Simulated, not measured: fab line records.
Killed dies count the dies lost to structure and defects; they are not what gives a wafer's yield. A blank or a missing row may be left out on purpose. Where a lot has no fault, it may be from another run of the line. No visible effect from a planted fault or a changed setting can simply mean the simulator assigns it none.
Which tool did it? | flow n5-finfet | 10 lots, 29 wafers sampled, at 5 steps of a route of 1938

== WHAT THE GAUGES SHOWED, per wafer ==
N5_BEOL_M4_RC_MEAS_101. Usual: DIBL_N 36.1 mV/V, standard deviation 2.3; DIBL_P 36 mV/V, standard deviation 3.2; IOFF_N 0.16 nA/um, standard deviation 0.045; IOFF_P 0.21 nA/um, standard deviation 0.049; ION_N 674 uA/um, standard deviation 14; ION_P 462 uA/um, standard deviation 8.4; SS_N 71.6 mV/dec, standard deviation 0.83; SS_P 73.2 mV/dec, standard deviation 0.87; VT_N 249 mV, standard deviation 3.8; VT_P -250 mV, standard deviation 3.4.
lot  | measured     | on        | DIBL_N (mV/V)  | DIBL_P (mV/V) | IOFF_N (nA/um) | IOFF_P (nA/um) | ION_N (uA/um) | ION_P (uA/um) | SS_N (mV/dec)  | SS_P (mV/dec)  | VT_N (mV)   | VT_P (mV)      | flag
L473 | day 12 07:51 | prober-01 | 33.3 34.5      | 35 36         | 0.12 0.13      | 0.19 0.23      | 655 664       | 460 464       | 70.6 70.5      | 73.0 72.7      | 254 249     | -250 -244      |
L475 | day 11 20:04 | prober-01 | 39.1 38.2 36.7 | 42 40 39      | 0.22 0.20 0.19 | 0.29 0.26 0.26 | 686 679 695   | 468 465 481   | 72.3 72.0 71.3 | 74.4 73.7 73.7 | 246 248 244 | -246 -246 -246 |
L474 | day 12 02:29 | prober-01 | 36.3 33.2 36.7 | 33 30 35      | 0.14 0.10 0.14 | 0.18 0.15 0.21 | 650 672 682   | 449 459 470   | 71.9 71.6 72.0 | 72.9 72.3 73.0 | 254 255 253 | -250 -253 -250 |
L482 | day 13 15:51 | prober-01 | 33.8 34.2 34.2 | 34 34 34      | 0.16 0.14 0.15 | 0.22 0.21 0.21 | 667 662 684   | 462 460 474   | 71.5 71.5 71.1 | 73.0 72.4 73.1 | 248 250 248 | -248 -249 -249 |
L479 | day 13 23:03 | prober-02 | 37.8 42.2 36.9 | 38 44 37      | 0.18 0.31 0.17 | 0.23 0.34 0.22 | 684 692 694   | 470 471 468   | 72.6 73.7 71.5 | 73.9 76.2 73.5 | 251 243 246 | -250 -247 -250 |
L488 | day 14 17:44 | prober-01 | 31.4 37.2 36.4 | 30 36 35      | 0.09 0.19 0.16 | 0.13 0.20 0.19 | 645 672 668   | 446 462 458   | 69.8 71.5 71.4 | 72.4 73.5 73.7 | 255 247 250 | -258 -249 -254 |
L490 | day 15 19:40 | prober-02 | 36.0 34.3 38.8 | 35 33 39      | 0.16 0.15 0.24 | 0.22 0.20 0.29 | 669 670 688   | 460 459 464   | 71.3 71.2 72.0 | 72.8 72.3 73.4 | 248 248 243 | -247 -248 -247 |
L492 | day 15 22:50 | prober-02 | 37.6 39.2 36.5 | 38 41 37      | 0.17 0.21 0.15 | 0.20 0.28 0.20 | 673 674 675   | 458 466 462   | 71.3 72.2 71.2 | 73.8 75.1 73.9 | 248 249 248 | -252 -249 -254 |
L494 | day 16 04:26 | prober-02 | 39.9 36.0 35.4 | 39 34 33      | 0.22 0.14 0.13 | 0.24 0.17 0.17 | 707 661 670   | 474 450 460   | 72.3 70.8 70.4 | 74.2 73.0 72.0 | 244 250 251 | -250 -252 -248 |
L495 | day 17 10:15 | prober-01 | 37.5 40.1 37.4 | 39 42 38      | 0.20 0.24 0.19 | 0.25 0.29 0.24 | 683 679 681   | 463 461 466   | 72.7 72.7 72.0 | 73.3 74.2 73.7 | 246 246 247 | -248 -248 -247 |

== TOOL THAT RAN EACH LOT (tool first, then ch and the chambers of the sampled wafers, then the start) ==
lot  | N5_BEOL_M3_SPUTTER_81        | N5_BEOL_M3_SPUTTER_86        | N5_BEOL_M3_ANNEAL_91         | N5_BEOL_M3_ANNEAL_93
L473 | pvd-sputter-02, day 10 03:36 | pvd-sputter-02, day 10 03:49 | pvd-sputter-02, day 10 04:20 | pvd-sputter-02, day 10 04:34
L475 | pvd-sputter-01, day 10 05:43 | pvd-sputter-01, day 10 05:56 | pvd-sputter-01, day 10 06:27 | pvd-sputter-01, day 10 06:40
L474 | pvd-sputter-01, day 10 10:50 | pvd-sputter-01, day 10 11:03 | pvd-sputter-01, day 10 11:34 | pvd-sputter-01, day 10 11:47
L482 | pvd-sputter-01, day 11 04:03 | pvd-sputter-01, day 11 04:16 | pvd-sputter-01, day 11 04:47 | pvd-sputter-01, day 11 05:01
L479 | pvd-sputter-01, day 11 11:48 | pvd-sputter-01, day 11 12:01 | pvd-sputter-01, day 11 12:32 | pvd-sputter-01, day 11 12:46
L488 | pvd-sputter-03, day 13 13:05 | pvd-sputter-03, day 13 13:18 | pvd-sputter-03, day 13 13:49 | pvd-sputter-03, day 13 14:02
L490 | pvd-sputter-02, day 14 20:41 | pvd-sputter-02, day 14 20:54 | pvd-sputter-02, day 14 21:25 | pvd-sputter-02, day 14 21:38
L492 | pvd-sputter-03, day 14 23:34 | pvd-sputter-03, day 14 23:47 | pvd-sputter-03, day 15 00:18 | pvd-sputter-03, day 15 00:31
L494 | pvd-sputter-01, day 15 11:27 | pvd-sputter-01, day 15 11:40 | pvd-sputter-01, day 15 12:11 | pvd-sputter-01, day 15 12:25
L495 | pvd-sputter-02, day 16 12:48 | pvd-sputter-02, day 16 13:01 | pvd-sputter-02, day 16 13:32 | pvd-sputter-02, day 16 13:46
- N5_BEOL_M3_SPUTTER_81: material Cu, target thk 4.5 nm, time 8.29 s.
- N5_BEOL_M3_SPUTTER_86: material Cu, target thk 4.5 nm, time 8.29 s.
- N5_BEOL_M3_ANNEAL_91: time 240 s.
- N5_BEOL_M3_ANNEAL_93: time 240 s.

== WHAT THE TOOLS THEMSELVES READ (means of the sampled wafers that have a number; where no wafer has one, the mark that the record gives instead) ==
N5_BEOL_M3_SPUTTER_81. Usual: chamber-pressure-pa 0.07001 Pa, standard deviation 0.00015; chuck-gas-flow-sccm 1.26 sccm, standard deviation 0.055; substrate-temp-c -20.01 C, standard deviation 0.11; susceptor-temp-C -19.99 C, standard deviation 0.099; throttle-valve-pct 29.9 %, standard deviation 0.72.
lot  | tool           | chamber-pressure-pa (Pa) | chuck-gas-flow-sccm (sccm) | substrate-temp-c (C) | susceptor-temp-C (C) | throttle-valve-pct (%) | flag
L473 | pvd-sputter-02 | 0.07000                  | 1.27                       | -19.89               | -19.96               | 29.6                   |
L475 | pvd-sputter-01 | 0.07001                  | 1.24                       | -20.02               | -20.03               | 29.9                   |
L474 | pvd-sputter-01 | 0.06997                  | 1.27                       | -19.97               | -20.02               | 29.6                   |
L482 | pvd-sputter-01 | 0.07001                  | 1.24                       | -19.91               | -19.97               | 30.2                   |
L479 | pvd-sputter-01 | 0.07013                  | 1.27                       | -20.05               | -20.07               | 30.3                   |
L488 | pvd-sputter-03 | 0.07003                  | 1.25                       | -20.00               | -20.01               | 30.4                   |
L490 | pvd-sputter-02 | 0.06997                  | 1.28                       | -20.00               | -19.97               | 29.5                   |
L492 | pvd-sputter-03 | 0.07014                  | 1.26                       | -20.03               | -20.03               | 29.9                   |
L494 | pvd-sputter-01 | 0.07000                  | 1.27                       | -20.04               | -19.94               | 30.8                   |
L495 | pvd-sputter-02 | 0.06992                  | 1.24                       | -20.02               | -20.00               | 30.0                   |

N5_BEOL_M3_SPUTTER_86. Usual: chamber-pressure-pa 0.07 Pa, standard deviation 0.00015; chuck-gas-flow-sccm 1.26 sccm, standard deviation 0.056; substrate-temp-c -20.02 C, standard deviation 0.11; susceptor-temp-C -20.00 C, standard deviation 0.1; throttle-valve-pct 29.9 %, standard deviation 0.71.
lot  | tool           | chamber-pressure-pa (Pa) | chuck-gas-flow-sccm (sccm) | substrate-temp-c (C) | susceptor-temp-C (C) | throttle-valve-pct (%) | flag
L473 | pvd-sputter-02 | 0.07                     | 1.28                       | -19.96               | -19.93               | 29.6                   |
L475 | pvd-sputter-01 | 0.07                     | 1.26                       | -20.01               | -19.97               | 29.9                   |
L474 | pvd-sputter-01 | 0.07                     | 1.20                       | -20.01               | -19.95               | 29.6                   |
L482 | pvd-sputter-01 | 0.07                     | 1.30                       | -20.03               | -20.05               | 30.0                   |
L479 | pvd-sputter-01 | 0.07                     | 1.24                       | -20.03               | -20.06               | 30.2                   |
L488 | pvd-sputter-03 | 0.07                     | 1.25                       | -20.05               | -19.95               | 30.4                   |
L490 | pvd-sputter-02 | -                        | -                          | -                    | -                    | -                      | OFF
L492 | pvd-sputter-03 | -                        | -                          | -                    | -                    | -                      | OFF
L494 | pvd-sputter-01 | 0.07                     | 1.31                       | -20.03               | -20.05               | 30.7                   |
L495 | pvd-sputter-02 | 0.07                     | 1.29                       | -20.04               | -20.09               | 29.8                   |

N5_BEOL_M3_ANNEAL_91. Usual: heater-power-w 778 W, standard deviation 71; susceptor-temp-C 399.99 C, standard deviation 0.22.
lot  | tool           | heater-power-w (W) | susceptor-temp-C (C) | flag
L473 | pvd-sputter-02 | 732                | 400.01               |
L475 | pvd-sputter-01 | 785                | 399.98               |
L474 | pvd-sputter-01 | 853                | 399.98               |
L482 | pvd-sputter-01 | 813                | 400.07               |
L479 | pvd-sputter-01 | 835                | 399.93               |
L488 | pvd-sputter-03 | 785                | 399.88               |
L490 | pvd-sputter-02 | 721                | 400.03               |
L492 | pvd-sputter-03 | 759                | 399.99               |
L494 | pvd-sputter-01 | 797                | 399.95               |
L495 | pvd-sputter-02 | 750                | 399.98               |

N5_BEOL_M3_ANNEAL_93. Usual: heater-power-w 778 W, standard deviation 72; susceptor-temp-C 400.00 C, standard deviation 0.21.
lot  | tool           | heater-power-w (W) | susceptor-temp-C (C) | flag
L473 | pvd-sputter-02 | 730                | 400.08               |
L475 | pvd-sputter-01 | 791                | 400.10               |
L474 | pvd-sputter-01 | 852                | 400.15               |
L482 | pvd-sputter-01 | 803                | 399.86               |
L479 | pvd-sputter-01 | 815                | 400.05               |
L488 | pvd-sputter-03 | 804                | 400.06               |
L490 | pvd-sputter-02 | 730                | 399.75               |
L492 | pvd-sputter-03 | 736                | 400.16               |
L494 | pvd-sputter-01 | 785                | 399.92               |
L495 | pvd-sputter-02 | 745                | 399.95               |

== THE ANSWER, worked out from the rows above alone ==
Rule: a lot counts as off when the mean over its wafers that have a number is more than 3 standard deviations away from the usual mean. A lot without any number at a reading at which 4 lots or more have one is off too. The other lots that the step has rows for count as sound. First the gauges in route order, then the tools' own readings, where a lot's mean is used as printed above. At the first step where some lot is off, the reading lying furthest off is the one used; lots without a number count as furthest.
Off: L490, L492, at N5_BEOL_M3_SPUTTER_86 (chamber-pressure-pa). Without a number there: L490, L492.
If a tool, at that step or one of the process steps before it, ran each lot that is off and ran no sound lot following the first of them, it fits. Not one of the candidates tried fits.

== WHAT WAS PUT IN BY THE SIMULATOR ==
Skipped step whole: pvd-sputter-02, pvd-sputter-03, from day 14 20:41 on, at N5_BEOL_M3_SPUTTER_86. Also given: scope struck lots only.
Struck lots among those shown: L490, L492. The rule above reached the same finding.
